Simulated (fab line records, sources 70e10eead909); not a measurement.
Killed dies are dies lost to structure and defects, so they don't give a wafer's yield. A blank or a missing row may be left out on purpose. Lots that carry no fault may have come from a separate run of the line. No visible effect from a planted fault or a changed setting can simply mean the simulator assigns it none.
Which tool is to blame? | flow nand-harc | 72 wafers from 24 lots sampled at 3 of the route's 1159 steps

== WHAT THE GAUGES SHOWED, per wafer ==
NHARC_P_CONTACT_CD_MEAS_12: the cd target is 90 nm. Usual: cd-nm 90.6 nm, standard deviation 0.69.
lot  | measured     | on        | cd-nm (nm)     | flag
L075 | day 5 11:13  | cd-sem-03 | 89.3 89.7 91.5 |
L074 | day 5 13:07  | cd-sem-01 | 91.9 91.2 91.1 |
L077 | day 6 01:44  | cd-sem-03 | 89.9 90.0 90.7 |
L076 | day 6 02:59  | cd-sem-03 | 90.0 90.8 90.2 |
L078 | day 6 10:46  | cd-sem-03 | 90.0 91.4 91.2 |
L079 | day 7 03:56  | cd-sem-02 | 89.0 90.4 90.6 |
L080 | day 7 05:49  | cd-sem-02 | 90.9 89.9 90.2 |
L082 | day 7 17:02  | cd-sem-01 | 89.4 91.0 90.7 |
L081 | day 7 19:22  | cd-sem-01 | 90.3 90.1 89.6 |
L083 | day 7 22:22  | cd-sem-01 | 90.3 91.8 90.5 |
L084 | day 8 07:52  | cd-sem-01 | 91.0 92.2 90.9 |
L085 | day 8 20:46  | cd-sem-02 | 90.7 90.2 89.7 |
L086 | day 8 21:39  | cd-sem-02 | 90.2 91.2 92.0 |
L087 | day 8 22:50  | cd-sem-02 | 89.1 90.5 90.3 |
L088 | day 9 03:50  | cd-sem-03 | 89.4 91.0 91.0 |
L089 | day 9 12:50  | cd-sem-01 | 91.7 92.4 90.5 |
L090 | day 9 17:34  | cd-sem-02 | 90.5 91.0 91.9 |
L091 | day 9 18:37  | cd-sem-01 | 90.9 90.7 91.3 |
L092 | day 10 02:47 | cd-sem-01 | 91.1 90.6 92.2 |
L093 | day 10 04:23 | cd-sem-03 | 89.7 90.3 90.3 |
L095 | day 10 16:44 | cd-sem-01 | 91.1 91.0 90.9 |
L094 | day 10 18:03 | cd-sem-01 | 89.9 91.0 90.0 |
L097 | day 11 06:04 | cd-sem-02 | 91.0 91.4 89.9 |
L096 | day 11 08:43 | cd-sem-03 | 91.0 91.1 91.0 |

NHARC_P_CONTACT_CD_MEAS_19. Usual: cd-nm 90.4 nm, standard deviation 2.1.
lot  | measured     | on        | cd-nm (nm)     | flag
L075 | day 5 12:26  | cd-sem-01 | 87.1 90.8 92.7 |
L074 | day 5 14:26  | cd-sem-03 | 94.0 93.4 92.8 |
L077 | day 6 03:19  | cd-sem-03 | 87.9 86.7 88.7 |
L076 | day 6 04:03  | cd-sem-03 | 85.9 92.4 91.4 |
L078 | day 6 11:49  | cd-sem-03 | 89.9 90.4 89.8 |
L079 | day 7 05:08  | cd-sem-01 | 88.5 86.6 89.8 |
L080 | day 7 06:53  | cd-sem-01 | 92.3 90.5 93.0 |
L082 | day 7 18:06  | cd-sem-02 | 89.3 87.4 90.9 |
L081 | day 7 20:26  | cd-sem-01 | 90.6 88.6 87.7 |
L083 | day 7 23:25  | cd-sem-03 | 89.7 90.7 90.0 |
L084 | day 8 08:56  | cd-sem-01 | 92.2 90.1 91.4 |
L085 | day 8 21:50  | cd-sem-03 | 90.5 90.8 89.0 |
L086 | day 8 22:43  | cd-sem-03 | 89.1 90.2 91.0 |
L087 | day 8 23:53  | cd-sem-01 | 87.4 88.4 91.1 |
L088 | day 9 04:56  | cd-sem-02 | 86.1 89.6 90.2 |
L089 | day 9 13:54  | cd-sem-01 | 96.8 94.1 92.8 |
L090 | day 9 18:37  | cd-sem-03 | 90.8 91.8 93.0 |
L091 | day 9 19:49  | cd-sem-01 | 88.7 90.1 91.5 |
L092 | day 10 03:54 | cd-sem-01 | 93.6 88.4 94.5 |
L093 | day 10 05:26 | cd-sem-03 | 88.4 90.4 90.3 |
L095 | day 10 17:58 | cd-sem-02 | 92.4 92.6 92.0 |
L094 | day 10 19:29 | cd-sem-01 | 87.9 92.5 91.5 |
L097 | day 11 07:08 | cd-sem-03 | 89.4 90.5 88.3 |
L096 | day 11 09:47 | cd-sem-03 | 90.6 92.0 92.3 |

== TOOL THAT RAN EACH LOT (tool first, then ch and the chambers of the sampled wafers, then the start) ==
lot  | NHARC_P_CONTACT_DEP_00
L075 | pecvd-04 ch 0,1,2, day 5 11:13 or earlier
L074 | pecvd-04 ch 0,1,2, day 5 13:07 or earlier
L077 | pecvd-01 ch 0,1,2, day 6 01:44 or earlier
L076 | pecvd-04 ch 0,1,2, day 6 02:59 or earlier
L078 | pecvd-01 ch 0,1,2, day 6 10:46 or earlier
L079 | pecvd-01 ch 0,1,2, day 7 03:56 or earlier
L080 | pecvd-04 ch 0,1,2, day 7 05:49 or earlier
L082 | pecvd-01 ch 0,1,2, day 7 17:02 or earlier
L081 | pecvd-01 ch 1,2, day 7 19:22 or earlier
L083 | pecvd-03 ch 0,2, day 7 20:59
L084 | pecvd-03 ch 0,1,2, day 8 07:52 or earlier
L085 | pecvd-01 ch 1,2, day 8 19:30
L086 | pecvd-04 ch 1,2, day 8 21:39 or earlier
L087 | pecvd-01 ch 1,2, day 8 21:35
L088 | pecvd-01 ch 1,2, day 9 02:28
L089 | pecvd-01 ch 0,1, day 9 12:50 or earlier
L090 | pecvd-03 ch 0,1,2, day 9 17:34 or earlier
L091 | pecvd-03 ch 0,1,2, day 9 18:37 or earlier
L092 | pecvd-03 ch 0,1,2, day 10 02:47 or earlier
L093 | pecvd-04 ch 0,2, day 10 04:23 or earlier
L095 | pecvd-01 ch 0,1, day 10 16:44 or earlier
L094 | pecvd-04 ch 0,1,2, day 10 18:03 or earlier
L097 | pecvd-03 ch 0,1,2, day 11 06:04 or earlier
L096 | pecvd-03 ch 0,2, day 11 08:43 or earlier
- NHARC_P_CONTACT_DEP_00: deposits SiO2, target thk 500 nm.

== AS READ BY THE TOOLS THEMSELVES (means over the sampled wafers that have a number; for cases with no such wafer, the mark the record gives instead) ==
NHARC_P_CONTACT_DEP_00. Usual: heater-power-outer-w 348 W, standard deviation 63; heater-power-w 601 W, standard deviation 96; throttle-valve-pct 15.9 %, standard deviation 0.61.
lot  | tool     | heater-power-outer-w (W) | heater-power-w (W) | throttle-valve-pct (%) | flag
L075 | pecvd-04 | 304                      | 541                | 15.9                   |
L074 | pecvd-04 | 308                      | 552                | 16.0                   |
L077 | pecvd-01 | 405                      | 678                | 16.1                   |
L076 | pecvd-04 | 287                      | 512                | 15.8                   |
L078 | pecvd-01 | 353                      | 601                | 16.1                   |
L079 | pecvd-01 | 421                      | 701                | 16.0                   |
L080 | pecvd-04 | 287                      | 510                | 16.0                   |
L082 | pecvd-01 | 388                      | 660                | 16.1                   |
L081 | pecvd-01 | 422                      | 661                | 16.6                   |
L083 | pecvd-03 | 317                      | 539                | 15.4                   |
L084 | pecvd-03 | 366                      | 642                | 15.4                   |
L085 | pecvd-01 | 421                      | 666                | 16.5                   |
L086 | pecvd-04 | 333                      | 601                | 15.4                   |
L087 | pecvd-01 | 388                      | 626                | 16.2                   |
L088 | pecvd-01 | 422                      | 672                | 16.3                   |
L089 | pecvd-01 | 375                      | 653                | 16.1                   |
L090 | pecvd-03 | 354                      | 618                | 15.5                   |
L091 | pecvd-03 | 324                      | 593                | 15.4                   |
L092 | pecvd-03 | 331                      | 590                | 15.6                   |
L093 | pecvd-04 | 248                      | 462                | 15.9                   |
L095 | pecvd-01 | 393                      | 710                | 15.9                   |
L094 | pecvd-04 | 261                      | 485                | 15.8                   |
L097 | pecvd-03 | 341                      | 603                | 15.5                   |
L096 | pecvd-03 | 317                      | 562                | 15.6                   |

== THE ANSWER, worked out from the rows above alone ==
Rule: lot off if the mean of its wafers having a number is beyond 3 standard deviations from the usual mean. Also off: a lot with no number at a reading for which 4 or more lots have one. All remaining lots with rows at the step are treated as sound. First the gauges in route order, then the tools' own readings, where a lot's mean is used as printed above. The first step at which some lot is off is used, and at that step the reading that is off furthest; a lot without a number counts as furthest.
Across all readings shown, no lot is off: no conclusion can be drawn from this.

== WHAT THE SIMULATOR HAD INSERTED ==
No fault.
